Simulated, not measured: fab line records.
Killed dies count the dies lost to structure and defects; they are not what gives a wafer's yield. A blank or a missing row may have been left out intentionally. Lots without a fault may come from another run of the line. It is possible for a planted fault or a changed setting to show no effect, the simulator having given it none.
Chamber matching | flow nand harc | NHARC_A_CHANNEL_FILL_D1_ALD_02 on ald hk-03 has 4 sister chambers
The step deposits SiO2, target thk 6 nm, pulse time 10 s, ald cycles 60. 24 wafers are shown with their chamber, then 12 later ones without.

WAFERS, EACH WITH ITS CHAMBER
wafer  | chamber | heater power w (W) | precursor pulse height rel
L074.2 | 3       | 504                | 1.019
L074.3 | 1       | 533                | 1.009
L074.6 | 2       | 504                | 0.976
L076.2 | 2       | 493                | 1.015
L076.3 | 0       | 444                | 0.960
L076.4 | 1       | 531                | 0.954
L075.3 | 1       | 523                | 1.005
L075.5 | 2       | 506                | 0.972
L075.6 | 3       | 485                | 1.033
L079.1 | 1       | 496                | 1.046
L079.3 | 2       | 496                | 1.018
L079.4 | 3       | 480                | 0.989
L080.2 | 2       | 502                | 0.989
L080.4 | 1       | 486                | 1.017
L080.6 | 0       | 421                | 0.985
L084.2 | 1       | 509                | 1.001
L084.4 | 2       | 504                | 0.957
L084.6 | 3       | 473                | 1.004
L088.3 | 0       | 425                | 0.953
L088.4 | 2       | 490                | 0.998
L088.6 | 2       | 508                | 1.024
L091.3 | 0       | 415                | 0.981
L091.4 | 2       | 493                | 0.974
L091.6 | 0       | 418                | 1.030

SIGNATURES, as means of the wafers listed above
reading                    | chamber 0 | chamber 1 | chamber 2 | chamber 3 | scatter within a chamber
heater power w             | 424.60    | 513.00    | 499.56    | 485.50    | 12.8
precursor pulse height rel | 0.98180   | 1.00533   | 0.99144   | 1.01125   | 0.0261
Rule: for each reading, subtract the chamber's mean from the wafer's reading, divide by that reading's scatter and square the result; add these up over the readings and take the root, which gives the wafer's distance from the chamber. If the next closest chamber is less than 2 further off than the closest, the wafer can't be placed; otherwise it belongs to the closest. The scatter: take each reading less its chamber's mean, square it, sum over the shown wafers, divide by the number of wafers less the number of chambers, and take the root.

WAFERS WITH NO CHAMBER GIVEN
wafer  | heater power w (W) | precursor pulse height rel
L093.4 | 503                | 0.979
L093.5 | 407                | 1.010
L093.6 | 496                | 1.005
L092.4 | 414                | 1.011
L092.5 | 505                | 1.003
L092.6 | 468                | 1.000
L095.2 | 528                | 1.021
L095.5 | 496                | 0.989
L095.6 | 461                | 0.981
L096.2 | 527                | 0.990
L096.3 | 459                | 0.991
L096.5 | 528                | 1.009

WHICH CHAMBER EACH WENT THROUGH
wafer  | from the rows above               | in truth
L093.4 | can't be placed: 2 or 1 or 3      | 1
L093.5 | 0                                 | 0
L093.6 | can't be placed: 2 or 3 or 1      | 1
L092.4 | 0                                 | 0
L092.5 | can't be placed: 2 or 1 or 3      | 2
L092.6 | can't be placed: 3 or 2           | 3
L095.2 | can't be placed: 1 or 2           | 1
L095.5 | can't be placed: 2 or 3 or 1      | 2
L095.6 | can't be placed: 3 or 0 or 2 or 1 | 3
L096.2 | can't be placed: 1 or 2           | 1
L096.3 | can't be placed: 3 or 0 or 2      | 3
L096.5 | can't be placed: 1 or 2           | 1
2 of 12 placed correctly. These rows do not allow placing 10 (true chamber among the candidates in 10). Number placed wrongly: 0.
